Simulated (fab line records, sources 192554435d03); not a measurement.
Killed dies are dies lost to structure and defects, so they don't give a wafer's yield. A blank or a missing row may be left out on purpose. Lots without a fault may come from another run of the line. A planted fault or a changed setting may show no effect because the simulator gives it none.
A struck lot beside a sound one | flow n5_finfet | 33 steps out of a route of 1938
Sound: wafers L323.1, L323.3, L323.4. Struck: wafer L330.2. (L330.3, L330.4 of the same lot were not struck and are left out.) The cause comes at the end.
At each step with rows: each side's tool, then ch and its chambers, then its first start. Under that, the readings that differ: sound wafers | struck wafers | difference of the means | sigmas: that difference in standard deviations of wafers without a fault.
alike: readings whose means differ by less than 2 such deviations, and words and numbers that are the same on both sides. not compared: withheld readings, readings that some wafer has no value for, bounds like >300 that may hide the same value, and numbers for which the record gives no deviation and whose values overlap.
The two part at a step that has a row with sigmas, a row that says differs or no value, or rows on one side only. Numbers that don't overlap but have no deviation are shown without sigmas and don't part them. A reading that every wafer of one side lacks parts them only if that side has two wafers or more.

first, 2 steps without rows for these wafers: N5_GATE_CUT_SRD_32 (time 30 s); N5_GATE_CUT_SAC_CAP_01 (material SiNx, target thk 24 nm, pulse time 1 s, ald cycles 480).
N5_GATE_CUT_PECVD_57: deposits SiNx from SiH4/NH3/N2, target thk 21 nm.
  sound on pecvd-04 ch 0,1,2, day 6 01:27; struck on pecvd-04 ch 2, day 7 20:01
  alike: heater_power_outer_w, heater_power_w, showerhead_plenum_p_Torr, throttle_valve_pct
N5_GATE_CUT_CMP_02: polishes, stops on SiO2, t overpolish 12.7 s, target thk 0 nm.
  sound on cmp-01 ch 0,1,3, day 6 01:33; struck on cmp-02 ch 0, day 7 20:07
  alike: motor_current_A, overpolish_run_s, time_to_endpoint_s
then, 7 steps without rows for these wafers: N5_GATE_CUT_HM_DEP_46 (deposits SiO2 from TEOS/O2, target thk 130 nm, time 26.6 s); N5_GATE_CUT_COAT_34 (time 60 s, resist thk 60 nm); N5_GATE_CUT_COAT_35 (time 60 s, resist thk 10 nm); N5_GATE_CUT_COAT_27 (time 60 s, resist thk 10 nm); N5_GATE_CUT_COAT_07 (resist thk 30 nm); N5_GATE_CUT_EBR_09; N5_GATE_CUT_SOFTBAKE_08 (time 60 s).
N5_GATE_CUT_EXPOSE_10: exposes mask GATE CUT, target cd 20 nm.
  sound on euv_scanner-01 ch 0, day 6 02:13; struck on euv_scanner-01 ch 0, day 7 20:38
  alike: mask
then, 2 steps without rows for these wafers: N5_GATE_CUT_PEB_11 (peb time 60 s); N5_GATE_CUT_DEVELOP_12 (develop time 30 s).
N5_GATE_CUT_CD_MEAS_13: target cd 20 nm.
  sound on cd_sem-03 ch 0, day 6 02:20; struck on cd_sem-01 ch 0, day 7 20:46
  reading    | sound             | struck | difference | sigmas
  cd_nm (nm) | 19.71 20.23 19.46 | 17.84  | -1.96      | -8
N5_GATE_CUT_OVL_MEAS_14:
  sound on overlay-02 ch 0, day 6 02:22; struck on overlay-02 ch 0, day 7 20:47
  alike: GATE_CUT_OVL
N5_GATE_CUT_INSPECT_15: inspects for defects (brightfield).
  sound on defect_inspect-01, day 6 02:26; struck on defect_inspect-01, day 7 20:50
  alike: raw_defect_count
N5_GATE_CUT_DESCUM_18: chemistry O2, time 7 s.
  sound on rie_diel-03 ch 0,3, day 6 02:28; struck on rie_diel-06 ch 0, day 7 21:28
  reading                   | sound      | struck | difference | sigmas
  model.GATE_CUT.cd_nm (nm) | 20 20 19.8 | 18.2   | -1.7       |
  alike: drypump_motor_current_A, oes_product_au, rf_vpp_V, showerhead_plenum_p_Torr, throttle_valve_pct
  not compared: rf_hours_counter_h
then, 8 steps without rows for these wafers: N5_GATE_CUT_ETCH_28 (etches underlayer in N2/H2, target depth 13 nm, time 10.4 s); N5_GATE_CUT_ETCH_36 (etches SiARC in CF4, target depth 13 nm, time 21.7 s); N5_GATE_CUT_ETCH_37 (etches SOC in N2/H2, target depth 60 nm, overetch 12 nm, time 90 s); N5_GATE_CUT_STRIP_38 (strips in N2/H2); N5_GATE_CUT_STRIP_39 (strips in N2/H2); N5_GATE_CUT_HM_OPEN_40 (chemistry C4F6/O2, target SiO2, target depth 139 nm, time 85.1 s); N5_GATE_CUT_STRIP_41 (strips in CF4); N5_GATE_CUT_STRIP_42 (strips in O2).
N5_GATE_CUT_ETCH_19: etches SiNx in CH3F/O2, target depth 53.7 nm, time 76.7 s.
  sound on rie_diel-03 ch 0,3, day 6 02:45; struck on rie_diel-06 ch 0, day 7 21:45
  reading                | sound             | struck | difference | sigmas
  CH3F_flow_sccm (sccm)  | 30.18 30.04 29.85 | 30.21  | +0.19      | +2
  throttle_valve_pct (%) | 16.42 16.47 16.48 | 16.89  | +0.43      | +3
  alike: drypump_motor_current_A, etch_rf_on_time_s, oes_product_au, rf_vpp_V, showerhead_plenum_p_Torr
  not compared: rf_hours_counter_h
then, 1 step without rows for these wafers: N5_GATE_CUT_CUT_ETCH_53 (etches W in SF6/Cl2, target depth 79.2 nm).
N5_GATE_CUT_CUT_ETCH_54: etches TiN in Cl2/BCl3, target depth 96.7 nm.
  sound on rie_metal-03 ch 0, day 6 02:56; struck on rie_metal-02 ch 1, day 7 21:55
  reading               | sound          | struck | difference | sigmas
  etch_rf_on_time_s (s) | 38.5 38.3 38.4 | 35.9   | -2.5       | -2
  alike: drypump_motor_current_A, oes_product_au, throttle_valve_pct
  not compared: rf_hours_counter_h
N5_GATE_CUT_CUT_ETCH_55: etches HfO2 in BCl3, target depth 3.2 nm.
  sound on rie_metal-03 ch 0, day 6 03:04; struck on rie_metal-02 ch 1, day 7 21:59
  reading                | sound          | struck | difference | sigmas
  throttle_valve_pct (%) | 33.0 33.1 33.1 | 32.4   | -0.7       | -2
  alike: drypump_motor_current_A, oes_product_au
  not compared: rf_hours_counter_h
N5_GATE_CUT_ETCH_47: etches SiO2 in Cl2/BCl3, target depth 10 nm.
  sound on rie_metal-03 ch 0, day 6 03:07; struck on rie_metal-02 ch 1, day 7 22:01
  reading                   | sound          | struck | difference | sigmas
  model.GATE_CUT.cd_nm (nm) | 20.2 20.4 20.4 | 18.2   | -2.1       |
  alike: drypump_motor_current_A, oes_product_au, throttle_valve_pct
  not compared: rf_hours_counter_h
then, 1 step without rows for these wafers: N5_GATE_CUT_VAPOR_ETCH_48 (etches TiN in BCl3/Cl2).
N5_BEOL_M4_RC_MEAS_101:
  the record has rows for the sound wafers here (prober-01 ch 0, day 9 18:11) and none for the struck ones

WHERE THEY PART
First at N5_GATE_CUT_CD_MEAS_13; last, within this record, at N5_BEOL_M4_RC_MEAS_101.

WHY: what the simulator had put in
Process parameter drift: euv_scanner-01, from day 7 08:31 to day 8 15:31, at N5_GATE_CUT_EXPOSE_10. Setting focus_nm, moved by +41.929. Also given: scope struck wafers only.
